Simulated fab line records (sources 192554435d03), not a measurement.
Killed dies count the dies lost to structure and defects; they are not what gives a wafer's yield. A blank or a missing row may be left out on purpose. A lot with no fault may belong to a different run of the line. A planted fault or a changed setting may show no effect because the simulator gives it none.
fab line records | flow n5_finfet | part 2 of 2: steps 21 to 31 of 31
record lots=5 | wafers=15 | last_day=15
route steps=1938 shown MOL_CONTACT_COAG@617 BEOL_M0_SAQP@632
lots that met no fault: from a run of the same line without faults
start_h: hours from the record's opening day to when the first of the lot's shown wafers began | wait_h: hours from the lot's prior step to this one | " unchanged from the row above | L1.1+2: a single row standing in for several wafers | - no value, or no start given | * or withheld: withheld | < > ~ a bound
route shown NAME@n: a module of which the file shows steps, and the number in the route of the first | usual: average and standard deviation across the fault-free wafers | same: alike in all rows | chamber/n: place in a boat | sites: the reading at each site | _std_site: the standard deviation of these | _edge_site: outer sites' mean less inner sites' | radius_mm: how far each site lies from the wafer's centre | mask NAME#n: copy n | behind: the tool/chamber that last shaped the wafer | hold: cause of the lot's hold/its duration in hours/its outcome | device: names the non-switching transistor (n, p or np) | end of line: at the end of the route, the tests of the same wafers | for a step that has no rows: nothing shown but its recipe | killed: not the wafer's yield, but the dies lost to structure and defects at the first sort | map: shows each die of a wafer: x if killed, . if not, _ if none is there
set.NAME: the run value of the setting; set.NAME@STEP: its run value at that earlier step | model.NAME: the simulator's own value behind a step, which no gauge read
lots at selected steps of the route; one table per step, one row per wafer
services: from which hour (start_h, from the record's first day; less than 0 if before it) a tool's chamber was out of use, for how many hours, and why
## steps
# step N5_BEOL_M0_SAQP_PECVD_04
# recipe material=a-Si | target_thk_a=600 | temp_c=350 | precursor=SiH4/He | pressure_torr=3 | rf_w=100 | time_s=60.2
# usual heater_power_w=644/67 | rf_fwd_power_W=99.3/0.32 | showerhead_plenum_p_Torr=5.65/0.054 | throttle_valve_pct=18.2/0.95
lot.wafer | tool     | chamber | start_h | wait_h | heater_power_w | rf_fwd_power_W | showerhead_plenum_p_Torr | throttle_valve_pct
L074.1    | pecvd-02 | 2       | 105.36  | 0.0    | 774            | 99.3           | 5.65                     | 17.6
L074.2    | "        | 1       | "       | "      | 686            | 99.1           | 5.64                     | 18.9
L074.3    | "        | 0       | "       | "      | 589            | 99.8           | 5.78                     | 18.1
L075.1    | pecvd-01 | 0       | 111.05  | 0.0    | 600            | 99.5           | 5.61                     | 19.3
L075.2    | "        | 1       | "       | "      | 579            | 99.0           | 5.62                     | 19.6
L075.6    | "        | 1       | "       | "      | 589            | 98.8           | 5.64                     | 19.3
L082.2    | pecvd-01 | 1       | 156.07  | 0.0    | 622            | 99.3           | 5.63                     | 19.6
L082.3    | "        | 0       | "       | "      | 630            | 99.5           | 5.61                     | 19.3
L082.6    | "        | 1       | "       | "      | 619            | 98.8           | 5.65                     | 19.8
L083.1    | pecvd-01 | 1       | 159.37  | 0.0    | 600            | 98.6           | 5.65                     | 19.9
L083.2    | "        | 0       | "       | "      | 595            | 99.5           | 5.59                     | 19.3
L083.4    | "        | 0       | "       | "      | 616            | 99.4           | 5.59                     | 19.7
L085.2    | pecvd-02 | 2       | 172.66  | 0.0    | 730            | 99.5           | 5.65                     | 17.4
L085.4    | "        | 0       | "       | "      | 621            | 98.8           | 5.77                     | 18.2
L085.6    | "        | 1       | "       | "      | 704            | 99.2           | 5.65                     | 18.9
# step N5_BEOL_M0_SAQP_THK_MEAS_05
# usual thk_nm=60.1/0.88
lot.wafer | tool          | chamber | start_h | wait_h | thk_nm
L074.1    | film_metro-01 | -       | 105.46  | 0.1    | 60.0
L074.2    | "             | -       | "       | "      | 59.8
L074.3    | "             | -       | "       | "      | 59.8
L075.1    | film_metro-01 | -       | 111.14  | 0.1    | 59.1
L075.2    | "             | -       | "       | "      | 60.7
L075.6    | "             | -       | "       | "      | 61.1
L082.2    | film_metro-01 | -       | 156.16  | 0.1    | 61.3
L082.3    | "             | -       | "       | "      | 59.4
L082.6    | "             | -       | "       | "      | 62.2
L083.1    | film_metro-02 | -       | 159.46  | 0.1    | 59.9
L083.2    | "             | -       | "       | "      | 58.7
L083.4    | "             | -       | "       | "      | 59.5
L085.2    | film_metro-02 | -       | 172.76  | 0.1    | 59.0
L085.4    | "             | -       | "       | "      | 60.9
L085.6    | "             | -       | "       | "      | 60.2
# step N5_BEOL_M0_SAQP_HM_DEP_111
# recipe material=SiO2 | target_thk_a=120 | temp_c=400 | precursor=SiH4/N2O | pressure_torr=0.75 | rf_w=275 | time_s=7.2
# usual heater_power_w=796/85 | rf_fwd_power_W=272.6/1 | showerhead_plenum_p_Torr=8.10/0.14
lot.wafer | tool     | chamber | start_h | wait_h | heater_power_w | rf_fwd_power_W | showerhead_plenum_p_Torr
L074.1    | pecvd-04 | 1       | 105.49  | 0.0    | 783            | 273.2          | 7.98
L074.2    | "        | 0       | "       | "      | 934            | 271.8          | 8.19
L074.3    | "        | 2       | "       | "      | 775            | 274.0          | 7.90
L075.1    | pecvd-04 | 2       | 111.18  | 0.0    | 793            | 272.5          | 7.92
L075.2    | "        | 0       | "       | "      | 878            | 272.4          | 8.19
L075.6    | "        | 1       | "       | "      | 738            | 274.0          | 7.99
L082.2    | pecvd-02 | 2       | 156.20  | 0.0    | 798            | 273.7          | 8.09
L082.3    | "        | 1       | "       | "      | 805            | 272.6          | 8.11
L082.6    | "        | 2       | "       | "      | 804            | 272.1          | 8.09
L083.1    | pecvd-04 | 1       | 159.50  | 0.0    | 717            | 273.2          | 7.99
L083.2    | "        | 2       | "       | "      | 824            | 271.4          | 7.90
L083.4    | "        | 2       | "       | "      | 789            | 271.0          | 7.93
L085.2    | pecvd-04 | 2       | 172.82  | 0.1    | 704            | 272.7          | 7.92
L085.4    | "        | 2       | "       | "      | 728            | 273.3          | 7.91
L085.6    | "        | 2       | "       | "      | 717            | 274.4          | 7.92
# step N5_BEOL_M0_SAQP_COAT_81
# recipe resist=SOC | temp_c=250 | time_s=60 | spin_rpm=1500 | resist_thk_nm=100
# usual plate_temp_C=250.02/0.18 | spin_speed_rpm=1500.0/1.1
lot.wafer | tool           | chamber | start_h | wait_h | plate_temp_C | spin_speed_rpm
L074.1    | litho_track-02 | 0       | 105.57  | 0.1    | 250.19       | 1498.5
L074.2    | "              | 0       | "       | "      | 250.26       | 1497.5
L074.3    | "              | 0       | "       | "      | 250.17       | 1499.2
L075.1    | litho_track-03 | 0       | 111.26  | 0.1    | 250.18       | 1500.4
L075.2    | "              | 0       | "       | "      | 249.93       | 1499.4
L075.6    | "              | 0       | "       | "      | 249.95       | 1501.8
L082.2    | litho_track-02 | 0       | 156.28  | 0.1    | 249.52       | 1499.3
L082.3    | "              | 0       | "       | "      | 249.92       | 1500.5
L082.6    | "              | 0       | "       | "      | 249.84       | 1501.1
L083.1    | litho_track-03 | 0       | 159.58  | 0.1    | 249.93       | 1499.9
L083.2    | "              | 0       | "       | "      | 249.94       | 1499.8
L083.4    | "              | 0       | "       | "      | 250.07       | 1500.0
L085.2    | litho_track-02 | 0       | 172.97  | 0.1    | 249.74       | 1498.2
L085.4    | "              | 0       | "       | "      | 249.87       | 1497.1
L085.6    | "              | 0       | "       | "      | 249.86       | 1499.7
# step N5_BEOL_M0_SAQP_COAT_82
# recipe resist=SiARC | temp_c=220 | time_s=60 | spin_rpm=1500 | resist_thk_nm=30
# usual plate_temp_C=219.97/0.15 | spin_speed_rpm=1499.9/1.1
lot.wafer | tool           | chamber | start_h | wait_h | plate_temp_C | spin_speed_rpm
L074.1    | litho_track-02 | 0       | -       | -      | 220.02       | 1500.7
L074.2    | "              | 0       | "       | "      | 220.09       | 1501.4
L074.3    | "              | 0       | "       | "      | 219.94       | 1498.4
L075.1    | litho_track-03 | 0       | -       | -      | 219.67       | 1500.2
L075.2    | "              | 0       | "       | "      | 219.88       | 1499.1
L075.6    | "              | 0       | "       | "      | 219.67       | 1498.7
L082.2    | litho_track-02 | 0       | -       | -      | 219.70       | 1500.3
L082.3    | "              | 0       | "       | "      | 220.06       | 1501.3
L082.6    | "              | 0       | "       | "      | 220.01       | 1498.5
L083.1    | litho_track-03 | 0       | -       | -      | 219.83       | 1499.5
L083.2    | "              | 0       | "       | "      | 220.40       | 1498.7
L083.4    | "              | 0       | "       | "      | 219.92       | 1501.4
L085.2    | litho_track-02 | 0       | -       | -      | 220.10       | 1499.5
L085.4    | "              | 0       | "       | "      | 220.06       | 1499.0
L085.6    | "              | 0       | "       | "      | 220.05       | 1500.5
# step N5_BEOL_M0_SAQP_COAT_08
# recipe resist=CAR-ArF | spin_rpm=1500 | resist_thk_nm=90
# usual spin_speed_rpm=1500.2/1.1
lot.wafer | tool           | chamber | start_h | wait_h | spin_speed_rpm
L074.1    | litho_track-02 | 0       | -       | -      | 1498.7
L074.2    | "              | 0       | "       | "      | 1500.1
L074.3    | "              | 0       | "       | "      | 1501.1
L075.1    | litho_track-03 | 0       | -       | -      | 1497.7
L075.2    | "              | 0       | "       | "      | 1500.7
L075.6    | "              | 0       | "       | "      | 1499.3
L082.2    | litho_track-02 | 0       | -       | -      | 1500.3
L082.3    | "              | 0       | "       | "      | 1500.3
L082.6    | "              | 0       | "       | "      | 1501.2
L083.1    | litho_track-03 | 0       | -       | -      | 1499.9
L083.2    | "              | 0       | "       | "      | 1499.5
L083.4    | "              | 0       | "       | "      | 1499.7
L085.2    | litho_track-02 | 0       | -       | -      | 1498.5
L085.4    | "              | 0       | "       | "      | 1499.9
L085.6    | "              | 0       | "       | "      | 1500.6
# step N5_BEOL_M0_SAQP_EBR_10
# recipe solvent=PGMEA | ebr_width_mm=1.5
lot.wafer  | tool           | chamber | start_h | wait_h
L074.1+2+3 | litho_track-02 | 0       | -       | -
L075.1+2+6 | litho_track-03 | 0       | -       | -
L082.2+3+6 | litho_track-02 | 0       | -       | -
L083.1+2+4 | litho_track-03 | 0       | -       | -
L085.2+4+6 | litho_track-02 | 0       | -       | -
# step N5_BEOL_M0_SAQP_SOFTBAKE_09
# recipe temp_c=110 | time_s=60 | resist=CAR-ArF
# usual plate_temp_C=110.02/0.12
lot.wafer | tool           | chamber | start_h | wait_h | plate_temp_C
L074.1    | litho_track-02 | 0       | -       | -      | 110.29
L074.2    | "              | 0       | "       | "      | 110.10
L074.3    | "              | 0       | "       | "      | 110.08
L075.1    | litho_track-03 | 0       | -       | -      | 109.88
L075.2    | "              | 0       | "       | "      | 109.90
L075.6    | "              | 0       | "       | "      | 109.98
L082.2    | litho_track-02 | 0       | -       | -      | 109.82
L082.3    | "              | 0       | "       | "      | 109.95
L082.6    | "              | 0       | "       | "      | 109.87
L083.1    | litho_track-03 | 0       | -       | -      | 109.94
L083.2    | "              | 0       | "       | "      | 109.96
L083.4    | "              | 0       | "       | "      | 110.07
L085.2    | litho_track-02 | 0       | -       | -      | 109.97
L085.4    | "              | 0       | "       | "      | 109.99
L085.6    | "              | 0       | "       | "      | 109.85
# step N5_BEOL_M0_SAQP_EXPOSE_11
# recipe mask_id=M0_CORE | na=1.35 | source_shape=dipole | sigma_inner=0.538 | sigma_outer=0.738 | polarization=te | target_cd_nm=42 | dose_mj=55
# usual reticle_temp_C=22.99/0.11
# same dipole_opening_deg=40
lot.wafer | tool            | chamber | start_h | wait_h | mask      | reticle_temp_C
L074.1    | arfi_scanner-03 | 0       | 105.81  | -      | M0_CORE#0 | 23.12
L074.2    | "               | 0       | "       | "      | M0_CORE#0 | 22.94
L074.3    | "               | 0       | "       | "      | M0_CORE#0 | 23.03
L075.1    | arfi_scanner-01 | 0       | 111.50  | -      | M0_CORE#0 | 23.08
L075.2    | "               | 0       | "       | "      | M0_CORE#0 | 22.97
L075.6    | "               | 0       | "       | "      | M0_CORE#0 | 22.88
L082.2    | arfi_scanner-02 | 0       | 156.40  | -      | M0_CORE#0 | 23.06
L082.3    | "               | 0       | "       | "      | M0_CORE#0 | 23.10
L082.6    | "               | 0       | "       | "      | M0_CORE#0 | 22.95
L083.1    | arfi_scanner-01 | 0       | 159.82  | -      | M0_CORE#0 | 23.12
L083.2    | "               | 0       | "       | "      | M0_CORE#0 | 23.27
L083.4    | "               | 0       | "       | "      | M0_CORE#0 | 23.16
L085.2    | arfi_scanner-01 | 0       | 173.09  | -      | M0_CORE#0 | 22.86
L085.4    | "               | 0       | "       | "      | M0_CORE#0 | 22.83
L085.6    | "               | 0       | "       | "      | M0_CORE#0 | 22.91
# step N5_BEOL_M0_SAQP_PEB_12
# recipe peb_temp_c=withheld | peb_time_s=60 | resist=CAR-ArF
lot.wafer  | tool           | chamber | start_h | wait_h
L074.1+2+3 | litho_track-02 | 0       | 105.87  | 0.1
L075.1+2+6 | litho_track-04 | 0       | 111.56  | 0.1
L082.2+3+6 | litho_track-04 | 0       | 156.46  | 0.0
L083.1+2+4 | litho_track-02 | 0       | 159.88  | 0.1
L085.2+4+6 | litho_track-02 | 0       | 173.15  | 0.0
# step N5_BEOL_M0_SAQP_DEVELOP_13
# recipe develop_time_s=30 | developer=TMAH | resist=CAR-ArF | dev_temp_c=23 | rinse_liquid=diw | dry=air_spin
lot.wafer  | tool           | chamber | start_h | wait_h
L074.1+2+3 | litho_track-02 | 0       | -       | -
L075.1+2+6 | litho_track-04 | 0       | -       | -
L082.2+3+6 | litho_track-04 | 0       | -       | -
L083.1+2+4 | litho_track-02 | 0       | -       | -
L085.2+4+6 | litho_track-02 | 0       | -       | -
## services
tool            | chamber | start_h | hours | kind
arfi_scanner-03 | -       | 75.78   | 2.0   | repair
arfi_scanner-01 | -       | 77.57   | 1.0   | pm
hp_anneal-01    | -       | 81.89   | 3.0   | repair
arfi_scanner-03 | -       | 89.74   | 3.8   | repair
rie_diel-01     | 2       | 91.24   | 11.0  | repair
arfi_scanner-01 | -       | 92.70   | 1.0   | pm
rie_diel-05     | 1       | 93.44   | 4.1   | repair
arfi_scanner-03 | -       | 93.58   | 4.9   | pm
arfi_scanner-01 | -       | 95.22   | 0.6   | repair
arfi_scanner-01 | -       | 99.09   | 0.5   | repair
cvd_w-01        | -       | 99.49   | 1.0   | repair
cmp-04          | -       | 103.68  | 1.0   | repair
arfi_scanner-01 | -       | 106.61  | 1.3   | pm
arfi_scanner-03 | -       | 106.69  | 0.3   | repair
pecvd-04        | 2       | 114.14  | 6.6   | repair
pecvd-04        | 1       | 117.86  | 6.8   | repair
cvd_w-02        | 0       | 118.13  | 3.2   | repair
cvd_w-01        | 0       | 126.26  | 2.9   | repair
cmp-02          | -       | 132.78  | 4.0   | pm
arfi_scanner-03 | -       | 138.16  | 0.8   | pm
pecvd-04        | 1       | 166.93  | 6.9   | repair
pecvd-01        | -       | 167.43  | 0.9   | repair
pecvd-04        | 0       | 168.48  | 16.4  | repair
pecvd-01        | 2       | 172.20  | 22.9  | repair
